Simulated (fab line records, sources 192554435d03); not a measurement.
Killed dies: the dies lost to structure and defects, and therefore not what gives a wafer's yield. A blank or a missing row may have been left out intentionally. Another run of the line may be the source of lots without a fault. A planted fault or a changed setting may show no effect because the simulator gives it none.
fab line records ; flow n5-finfet
record lots=11; wafers=33; last-day=18
route steps=1938 shown BEOL_M10@1533 BEOL_M11@1541 PASSIVATION@1936
lots with no fault: from the same line, run without faults
start-h: the number of hours between the record's first day and the start of the first shown wafer of the lot ; wait-h: hours since the lot's step before ; " same as the row above ; L1.1+2: a row that stands for several wafers ; - no value, or no start given ; * or withheld: withheld ; < > ~ a bound
route shown NAME@n: names a module that has steps shown in the file, with the first one's number in the route ; usual: average and standard deviation across the fault-free wafers ; same: alike in all rows ; chamber/n: place in a boat ; sites: the reading at each site ; _std_site: the standard deviation of these ; _edge_site: mean of outer sites minus mean of inner sites ; radius-mm: for every site, how far away it sits from the centre of the wafer ; mask NAME#n: copy n ; behind: tool/chamber where the wafer was last shaped ; hold: what put the lot on hold/how long, in hours/how the hold closed ; device: whichever transistor did not switch (one of n, p or np) ; end of line: the route-end tests of the same wafers ; step lacking rows: just its recipe ; killed: the dies lost at the first sort to structure and to defects; this is not the yield of the wafer ; map: per-die view of a wafer (x killed, . not killed, _ where there is no die)
set.NAME: the setting that was run; set.NAME@STEP: the one run at that earlier step ; model.NAME: the simulator's own value behind a step, which no gauge read
one table for each step of the route and one row for each wafer, over a sample of lots
services: a tool's chamber out of use, with start hour (start-h, from the record's first day; less than 0 if before it), hours out, and reason
## steps
# step N5_BEOL_M10_DEP_56
# recipe material=SiCN; target-thk-a=150; temp-c=withheld; precursor=3MS/NH3; pressure-torr=3; rf-w=202; time-s=26.5
# usual chamber-pressure-Torr=2.999/0.0072; showerhead-plenum-p-Torr=3.660/0.013; throttle-valve-pct=8.8/0.45
lot.wafer;tool;chamber;start-h;wait-h;chamber-pressure-Torr;showerhead-plenum-p-Torr;throttle-valve-pct
L644.1;pecvd-04;0;234.80;0.0;2.992;3.665;8.2
L644.3;pecvd-04;1;234.80;0.0;2.989;3.680;9.5
L644.5;pecvd-04;0;234.80;0.0;3.002;3.669;8.5
L645.2;pecvd-04;2;243.82;0.0;3.005;3.659;8.1
L645.3;pecvd-04;0;243.82;0.0;2.993;3.669;8.4
L645.5;pecvd-04;2;243.82;0.0;2.987;3.667;8.2
L646.3;pecvd-01;1;250.95;0.0;3.011;3.648;8.7
L646.5;pecvd-01;2;250.95;0.0;2.986;3.661;8.5
L646.6;pecvd-01;0;250.95;0.0;3.006;3.658;8.1
L647.2;pecvd-04;1;260.32;0.0;3.010;3.668;9.2
L647.4;pecvd-04;2;260.32;0.0;2.995;3.664;8.3
L647.6;pecvd-04;0;260.32;0.0;2.998;3.666;8.5
L650.1;pecvd-01;0;276.44;0.0;2.994;3.647;8.3
L650.3;pecvd-01;1;276.44;0.0;3.008;3.645;8.7
L650.6;pecvd-01;1;276.44;0.0;2.997;3.634;9.0
L659.1;pecvd-01;2;323.29;0.0;2.996;3.658;8.6
L659.2;pecvd-01;1;323.29;0.0;2.984;3.633;8.8
L659.6;pecvd-01;1;323.29;0.0;2.997;3.647;8.8
L660.1;pecvd-04;0;323.39;0.0;3.006;3.659;8.4
L660.3;pecvd-04;2;323.39;0.0;3.006;3.673;8.1
L660.5;pecvd-04;0;323.39;0.0;2.999;3.659;8.5
L663.1;pecvd-04;1;341.79;0.0;2.993;3.680;9.6
L663.5;pecvd-04;2;341.79;0.0;2.996;3.662;8.1
L663.6;pecvd-04;0;341.79;0.0;2.989;3.667;8.5
L661.1;pecvd-04;2;342.08;0.0;3.003;3.657;8.5
L661.2;pecvd-04;0;342.08;0.0;2.998;3.658;8.7
L661.6;pecvd-04;1;342.08;0.0;3.003;3.680;9.7
L664.1;pecvd-02;2;362.86;0.0;3.000;3.644;8.9
L664.2;pecvd-02;0;362.86;0.0;3.009;3.673;9.3
L664.4;pecvd-02;1;362.86;0.0;2.999;3.661;9.2
L666.1;pecvd-04;1;377.18;0.0;3.003;3.671;9.4
L666.3;pecvd-04;0;377.18;0.0;3.003;3.670;8.7
L666.5;pecvd-04;2;377.18;0.0;2.999;3.663;8.2
# step N5_BEOL_M11_COAT_59
# recipe resist=SOC; temp-c=250; time-s=60; spin-rpm=1500; resist-thk-nm=100
# usual spin-speed-rpm=1500.0/0.93
lot.wafer;tool;chamber;start-h;wait-h;spin-speed-rpm
L644.1;litho-track-05;0;235.79;0.1;1500.7
L644.3;litho-track-05;0;235.79;0.1;1500.0
L644.5;litho-track-05;0;235.79;0.1;1499.9
L645.2;litho-track-02;0;244.99;0.1;1499.2
L645.3;litho-track-02;0;244.99;0.1;1499.5
L645.5;litho-track-02;0;244.99;0.1;1500.1
L646.3;litho-track-02;0;253.49;0.1;1499.5
L646.5;litho-track-02;0;253.49;0.1;1500.5
L646.6;litho-track-02;0;253.49;0.1;1499.8
L647.2;litho-track-02;0;262.70;0.1;1180.9
L647.4;litho-track-02;0;262.70;0.1;1181.0
L647.6;litho-track-02;0;262.70;0.1;1180.6
L650.1;litho-track-02;0;278.39;0.1;1180.3
L650.3;litho-track-02;0;278.39;0.1;1181.1
L650.6;litho-track-02;0;278.39;0.1;1181.2
L659.1;litho-track-01;0;325.77;0.1;1499.9
L659.2;litho-track-01;0;325.77;0.1;1497.7
L659.6;litho-track-01;0;325.77;0.1;1498.5
L660.1;litho-track-05;0;326.17;0.1;1499.5
L660.3;litho-track-05;0;326.17;0.1;1500.2
L660.5;litho-track-05;0;326.17;0.1;1500.0
L663.1;litho-track-02;0;342.90;0.1;1499.8
L663.5;litho-track-02;0;342.90;0.1;1499.6
L663.6;litho-track-02;0;342.90;0.1;1498.4
L661.1;litho-track-02;0;343.24;0.1;1500.2
L661.2;litho-track-02;0;343.24;0.1;1500.4
L661.6;litho-track-02;0;343.24;0.1;1500.0
L664.1;litho-track-02;0;366.00;0.1;1500.7
L664.2;litho-track-02;0;366.00;0.1;1500.1
L664.4;litho-track-02;0;366.00;0.1;1500.4
L666.1;litho-track-01;0;379.30;0.1;1497.0
L666.3;litho-track-01;0;379.30;0.1;1499.6
L666.5;litho-track-01;0;379.30;0.1;1499.0
# step N5_BEOL_M11_INSPECT_13
# recipe mode=adi; inspect-instrument=brightfield
# usual raw-defect-count=434/96
lot.wafer;tool;chamber;start-h;wait-h;raw-defect-count
L644.1;defect-inspect-02;-;236.08;0.0;477
L644.3;defect-inspect-02;-;236.08;0.0;503
L644.5;defect-inspect-02;-;236.08;0.0;469
L645.2;defect-inspect-01;-;245.41;0.0;448
L645.3;defect-inspect-01;-;245.41;0.0;456
L645.5;defect-inspect-01;-;245.41;0.0;510
L646.3;defect-inspect-02;-;253.91;0.0;270
L646.5;defect-inspect-02;-;253.91;0.0;356
L646.6;defect-inspect-02;-;253.91;0.0;339
L647.2;defect-inspect-02;-;263.12;0.0;415
L647.4;defect-inspect-02;-;263.12;0.0;352
L647.6;defect-inspect-02;-;263.12;0.0;413
L650.1;defect-inspect-01;-;278.69;0.0;284
L650.3;defect-inspect-01;-;278.69;0.0;295
L650.6;defect-inspect-01;-;278.69;0.0;449
L659.1;defect-inspect-02;-;326.07;0.0;446
L659.2;defect-inspect-02;-;326.07;0.0;437
L659.6;defect-inspect-02;-;326.07;0.0;376
L660.1;defect-inspect-01;-;326.47;0.0;330
L660.3;defect-inspect-01;-;326.47;0.0;361
L660.5;defect-inspect-01;-;326.47;0.0;353
L663.1;defect-inspect-01;-;343.20;0.0;312
L663.5;defect-inspect-01;-;343.20;0.0;355
L663.6;defect-inspect-01;-;343.20;0.0;493
L661.1;defect-inspect-02;-;343.66;0.0;522
L661.2;defect-inspect-02;-;343.66;0.0;304
L661.6;defect-inspect-02;-;343.66;0.0;513
L664.1;defect-inspect-01;-;366.42;0.0;542
L664.2;defect-inspect-01;-;366.42;0.0;844
L664.4;defect-inspect-01;-;366.42;0.0;406
L666.1;defect-inspect-02;-;379.72;0.0;553
L666.3;defect-inspect-02;-;379.72;0.0;464
L666.5;defect-inspect-02;-;379.72;0.0;587
# step N5_BEOL_M11_ETCH_61
# recipe chemistry=CF4; target=SiARC; target-depth-a=390; mask-material=CAR-ArF; time-s=65; ion-energy-ev=80; pressure-mtorr=40; source-w=545; bias-w=36; Ar_flow_sccm=100; cf4-flow-sccm=100; ends=cleared
# usual cf4-flow-sccm=100.02/0.29; drypump-motor-current-A=5.7/0.48; etch-rf-on-time-s=65.2/1.8; oes-product-au=0.67/0.084; rf-vpp-V=184.3/1.3; showerhead-plenum-p-Torr=2.15/0.086; throttle-valve-pct=15.66/0.24
lot.wafer;tool;chamber;start-h;wait-h;cf4-flow-sccm;drypump-motor-current-A;etch-rf-on-time-s;oes-product-au;rf-hours-counter-h;rf-vpp-V;showerhead-plenum-p-Torr;throttle-valve-pct
L644.1;rie-diel-06;2;236.15;0.0;99.91;4.8;63.5;0.77;29;185.8;2.27;15.47
L644.3;rie-diel-06;1;236.15;0.0;99.80;5.5;65.7;0.65;144;182.1;1.98;15.51
L644.5;rie-diel-06;2;236.15;0.0;100.07;4.8;63.4;0.77;-;185.8;2.27;15.47
L645.2;rie-diel-06;1;245.48;0.0;100.07;5.5;65.1;0.65;147;182.4;1.98;15.52
L645.3;rie-diel-06;0;245.48;0.0;99.96;5.6;67.1;0.60;211;184.4;2.20;15.86
L645.5;rie-diel-06;2;245.48;0.0;99.81;4.8;63.5;0.76;-;184.1;2.27;15.47
L646.3;rie-diel-04;0;253.98;0.0;100.05;5.4;65.6;0.63;195;184.8;2.21;15.73
L646.5;rie-diel-04;1;253.98;0.0;100.17;5.5;64.3;0.59;-;184.9;2.19;16.06
L646.6;rie-diel-04;0;253.98;0.0;100.38;5.4;65.7;0.63;-;185.8;2.21;15.71
L647.2;rie-diel-04;0;263.32;0.0;100.36;5.3;65.5;0.63;198;184.8;2.21;15.73
L647.4;rie-diel-04;0;263.32;0.0;100.17;5.3;65.7;0.63;-;185.5;2.21;15.72
L647.6;rie-diel-04;0;263.32;0.0;100.48;5.3;65.2;0.63;-;185.6;2.21;15.73
L650.1;rie-diel-06;3;279.24;0.0;100.43;6.1;62.5;0.82;7;184.7;2.10;15.30
L650.3;rie-diel-06;0;279.24;0.0;99.80;5.6;66.5;0.60;222;184.8;2.19;15.87
L650.6;rie-diel-06;2;279.24;0.0;99.58;4.8;63.2;0.76;-;186.5;2.27;15.50
L659.1;rie-diel-06;1;326.14;0.0;100.51;5.5;65.2;0.63;172;181.3;1.97;15.59
L659.2;rie-diel-06;3;326.14;0.0;100.18;6.2;63.5;0.77;23;184.5;2.09;15.33
L659.6;rie-diel-06;2;326.14;0.0;99.74;4.8;63.4;0.73;-;186.2;2.26;15.51
L660.1;rie-diel-04;2;326.63;0.0;100.00;5.9;66.3;0.68;100;184.4;2.16;15.55
L660.3;rie-diel-04;0;326.63;0.0;100.13;5.3;66.5;0.60;223;184.6;2.20;15.77
L660.5;rie-diel-04;1;326.63;0.0;100.12;5.4;61.7;0.85;-;184.4;2.18;15.63
L663.1;rie-diel-04;1;343.26;0.0;100.18;5.5;62.7;0.82;14;186.0;2.18;15.64
L663.5;rie-diel-04;2;343.26;0.0;99.75;5.9;66.9;0.67;-;184.5;2.16;15.56
L663.6;rie-diel-04;1;343.26;0.0;100.04;5.5;62.1;0.83;-;185.2;2.18;15.63
L661.1;rie-diel-01;2;343.73;0.0;100.29;5.1;68.0;0.62;185;184.2;2.23;15.86
L661.2;rie-diel-01;1;343.73;0.0;100.28;6.4;66.0;0.61;216;183.7;2.12;15.90
L661.6;rie-diel-01;0;343.73;0.0;99.77;6.2;68.1;0.57;-;182.1;2.03;16.10
L664.1;rie-diel-04;1;366.49;0.0;100.11;5.5;61.1;0.82;19;184.3;2.18;15.64
L664.2;rie-diel-04;3;366.49;0.0;99.58;6.0;65.7;0.74;33;184.9;2.19;15.32
L664.4;rie-diel-04;2;366.49;0.0;100.66;5.9;67.0;0.66;114;182.8;2.16;15.57
L666.1;rie-diel-01;2;380.11;0.0;99.69;5.1;68.0;0.61;198;185.6;2.23;15.88
L666.3;rie-diel-01;0;380.11;0.0;99.66;6.2;66.0;0.82;2;186.8;2.29;15.59
L666.5;rie-diel-01;3;380.11;0.0;100.28;5.9;64.0;0.78;-;182.7;2.11;15.26
# step N5_PASSIVATION_PROBE_49
# usual defect-limited-yield=91.3/1.3; killed_at_M0_to_M3=35/9.3; killed_at_M4_up=14/5.2; killed-at-contacts=12/5.9; killed-at-front-end=38/11; killed-at-other=4/3.7; killed-dies=103/15; killed-open=67/12; killed-short=34/8; sort_bin_5_function=5.1/0.88; sort_bin_6_memory=3.3/0.65; sort_bin_8_speed=0.00/0.03; sort-n-pass=1077/15; sort-yield-pct=91.3/1.3
# same gross-dies=1180; killed-at-back-side=0; sort_bin_4_leakage[%]=0
lot.wafer;tool;chamber;start-h;wait-h;defect-limited-yield[%];killed_at_M0_to_M3;killed_at_M4_up;killed-at-contacts;killed-at-front-end;killed-at-other;killed-dies;killed-open;killed-short;sort_bin_5_function[%];sort_bin_6_memory[%];sort_bin_8_speed[%];sort-n-pass;sort-yield-pct[%]
L645.2;prober-02;-;297.42;0.1;92.3;34;11;8;37;1;91;59;31;4.2;3.2;0;1089;92.3
L645.3;prober-02;-;297.47;0.1;94.2;25;9;5;26;3;68;45;23;3.6;1.9;0;1112;94.2
L645.5;prober-02;-;297.57;0.2;92.4;22;17;13;34;4;90;58;31;4.7;2.6;0;1090;92.4
L647.2;prober-01;-;309.49;0.1;91.8;40;13;14;30;0;97;57;39;5.0;3.0;0;1083;91.8
L647.4;prober-01;-;309.59;0.2;90.8;48;15;8;37;0;108;77;30;5.0;3.8;0;1072;90.8
L647.6;prober-01;-;309.69;0.3;90.2;61;14;10;30;1;116;79;37;5.1;4.0;0;1064;90.2
# killed by level:class
L645.2 STI_FIN_REVEAL:geometric-particle:open=18 BEOL_M3:geometric-particle:open=16 MOL_CONTACT_COAG:geometric-particle:open=7 BEOL_M0_SAQP:geometric-particle:short=7 BEOL_M3:geometric-particle:short=5 FIN_SAQP:geometric-particle:short=4 BEOL_M4:geometric-particle:open=4 STI_FIN_REVEAL:geometric-particle:short=3
L645.3 STI_FIN_REVEAL:geometric-particle:open=8 BEOL_M0_SAQP:geometric-particle:short=8 BEOL_M0_SAQP:geometric-particle:open=7 BEOL_M4:geometric-particle:open=7 BEOL_M1:geometric-particle:open=5 STARTING-WAFER:geometric-particle:short=5 STARTING-WAFER:geometric-particle:open=4 MOL_CONTACT_COAG:geometric-particle:open=3
L645.5 MOL_CONTACT_COAG:geometric-particle:open=10 STI_FIN_REVEAL:geometric-particle:open=7 BEOL_M0_SAQP:geometric-particle:short=7 BEOL_M4:geometric-particle:open=7 ILD0:geometric-particle:short=5 BEOL_M0:geometric-particle:open=5 STARTING-WAFER:geometric-particle:open=5 FIN_SAQP:geometric-particle:open=4
L647.2 BEOL_M3:geometric-particle:open=11 MOL_CONTACT_COAG:geometric-particle:open=10 BEOL_M0_SAQP:geometric-particle:open=9 BEOL_M0_SAQP:geometric-particle:short=8 FIN_SAQP:geometric-particle:short=7 FIN_SAQP:geometric-particle:open=7 BEOL_M4:geometric-particle:open=5 MOL_CONTACT_COAG:geometric-particle:short=4
L647.4 BEOL_M0_SAQP:geometric-particle:open=15 FIN_SAQP:geometric-particle:open=13 BEOL_M2:geometric-particle:open=12 FIN_SAQP:geometric-particle:short=11 BEOL_M4:geometric-particle:open=9 MOL_CONTACT_COAG:geometric-particle:open=7 BEOL_M0_SAQP:geometric-particle:short=7 BEOL_M3:geometric-particle:open=6
L647.6 BEOL_M0_SAQP:geometric-particle:open=19 FIN_SAQP:geometric-particle:open=13 BEOL_M0_SAQP:geometric-particle:short=12 BEOL_M3:geometric-particle:open=10 BEOL_M2:geometric-particle:open=8 FIN_SAQP:geometric-particle:short=7 MOL_CONTACT_COAG:geometric-particle:open=7 BEOL_M4:geometric-particle:open=6
## services
tool;chamber;start-h;hours;kind
pecvd-04;2;211.32;-;clean
pecvd-04;2;211.32;-;consumable-replace:showerhead
pecvd-04;2;211.32;29.0;scheduled-down
pecvd-04;2;211.32;29.0;vent-cycle
pecvd-04;0;229.33;-;calibration
rie-diel-01;2;244.51;16.5;repair
rie-diel-04;3;251.21;-;clean
rie-diel-04;3;251.21;-;consumable-replace:focus-ring
rie-diel-04;3;251.21;22.0;scheduled-down
rie-diel-04;3;251.21;22.0;vent-cycle
pecvd-02;2;252.11;3.4;repair
pecvd-02;-;257.22;1.5;repair
rie-diel-04;1;273.24;-;clean
rie-diel-04;1;273.24;-;consumable-replace:focus-ring
rie-diel-04;1;273.24;28.3;scheduled-down
rie-diel-06;0;287.07;4.0;repair
rie-diel-01;1;288.75;1.8;repair
pecvd-04;1;321.45;16.5;scheduled-down
rie-diel-01;2;333.70;4.4;repair
rie-diel-01;3;341.29;5.2;repair
pecvd-02;2;346.08;11.0;repair
pecvd-01;-;348.71;0.8;repair
rie-diel-01;1;352.93;1.8;repair
rie-diel-04;1;357.76;5.1;repair
## key
first-sign step=N5_BEOL_M11_COAT_59; reading=spin-speed-rpm; direction=down; sigmas=99+; usual=*; struck=*
effect none on later readings
met-at N5_BEOL_M11_COAT_59
struck-lots L647,L650
not-acting-at N5_BEOL_M10_DEP_56,N5_BEOL_M11_INSPECT_13,N5_BEOL_M11_ETCH_61
onset-between 253.49 262.70
fault kind=process-parameter-drift; tool=litho-track-02; chamber=-; onset-h=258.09; steps=N5_BEOL_M11_COAT_59; channel=spin-rpm; offset=*; shape=step; end-h=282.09; acts-in=*; stated=*
